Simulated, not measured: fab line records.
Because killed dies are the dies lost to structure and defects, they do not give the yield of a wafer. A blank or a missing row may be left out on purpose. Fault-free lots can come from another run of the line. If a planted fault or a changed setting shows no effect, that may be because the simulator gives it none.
One fault seen from 3 desks    flow nandHarc    every desk sees just its own numbers, and what lay behind them comes last

== THE DEFECT DESK ==
What the inspections along the route counted, lot by lot: means of the sampled wafers that have a number. A lot is out of limits, marked OUT, if its mean lies more than 4 standard deviations from the usual mean; the brackets give that distance.
Columns: A = rawDefectCount at NHARC_P_START_INSPECT_01, usual 3.8
lot   first seen here  A
L732  day 2 06:02      3.0
L733  day 2 16:02      4.7
L734  day 3 02:02      3.7
L740  day 5 14:02      2.7
L741  day 6 00:02      4.0
L742  day 6 10:02      3.0
L748  day 8 22:02      6.0
L749  day 9 08:02      6.0
L750  day 9 18:02      5.7
L751  day 10 04:02     2.7
L752  day 10 14:02     3.0
L754  day 11 10:02     1.7
Finding of this desk: none of the 12 lots has anything out of limits.

== FROM THE METROLOGY DESK ==
Means of the sampled wafers that have a number, per lot and without regard to the tool the lot ran on: this is what the gauges read. A lot is out of limits, marked OUT, if its mean lies more than 4 standard deviations from the usual mean; the brackets give that distance.
Columns: A = cdNm at NHARC_P_STI_CD_MEAS_16, usual 198.8 nm; B = trenchDepthNm at NHARC_P_STI_OCD_MEAS_17, usual 300.3 nm; C = trenchFootCdNm at NHARC_P_STI_OCD_MEAS_17, usual 157.4 nm
lot   first seen here  A      B                C
L732  day 3 08:47      200.2  300.3            159.3
L733  day 3 16:29      200.6  300.9            159.7
L734  day 4 03:02      198.6  304.4            156.4
L740  day 6 14:42      200.5  369.7 (+24) OUT  149.0 (-4.2) OUT
L741  day 7 00:59      196.3  352.5 (+18) OUT  148.1 (-4.6) OUT
L742  day 7 11:08      199.2  352.8 (+18) OUT  150.5
L748  day 9 20:53      198.6  296.4            157.9
L749  day 10 12:16     200.4  299.0            160.1
L750  day 10 23:15     198.5  299.3            156.4
L751  day 11 07:12     201.0  300.7            158.3
L752  day 11 14:05     200.1  296.6            159.6
L754  day 12 12:21     196.6  305.3            154.7
Finding of this desk: L740, L741, L742 out of limits; the first was L740 at day 6 14:47, on trenchDepthNm at NHARC_P_STI_OCD_MEAS_17. L732, L733, L734, L748, L749, L750, L751, L752, L754 stayed within limits.

== AT THE TOOL OWNER'S DESK: rieSi-04 ==
The tool's own readings at NHARC_P_STI_ETCH_15 (etches the open film in HBr/Cl2, target depth 300 nm, time 100.1 s): means of the sampled wafers that have a number, for each lot that ran on this tool. A lot is out of limits, marked OUT, if its mean lies more than 4 standard deviations from the usual mean; the brackets give that distance.
Columns: A = drypumpMotorCurrentA at NHARC_P_STI_ETCH_15, usual 5.7 A; B = oesProductAu at NHARC_P_STI_ETCH_15, usual 1.000 a.u.; C = throttleValvePct at NHARC_P_STI_ETCH_15, usual 26.405 %
lot   first seen here  A    B                C
L740  day 6 14:35      5.3  1.142 (+18) OUT  26.401
L741  day 7 00:50      5.0  1.106 (+13) OUT  26.407
L742  day 7 10:58      4.8  1.110 (+14) OUT  26.401
L749  day 10 12:06     5.6  0.999            26.406
L750  day 10 23:07     5.5  0.996            26.405
L752  day 11 13:55     5.5  0.992            26.400
Finding of this desk: L740, L741, L742 out of limits; the first was L740 at day 6 14:35, on oesProductAu at NHARC_P_STI_ETCH_15. L749, L750, L752 stayed within limits.

== PUT TOGETHER ==
On L740, L741, L742, at day 6 14:35, an alarm was possible from the tool owner's desk.
On L740, L741, L742, the metrology desk was in a position to raise an alarm at day 6 14:47.
Nothing the defect desk looked at was out of limits.
The defect desk has L740, L741, L742 on record, within its limits.
Every lot named ran NHARC_P_STI_ETCH_15 on rieSi-04.

== WHAT HAD BEEN PUT IN BY THE SIMULATOR ==
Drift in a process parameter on rieSi-04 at NHARC_P_STI_ETCH_15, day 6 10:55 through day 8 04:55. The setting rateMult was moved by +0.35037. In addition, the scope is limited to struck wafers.
Shown lots that were struck: L740, L741, L742.
Fault start to first reading out of limits, in hours, per desk: tool owner, 4; metrology, 4.
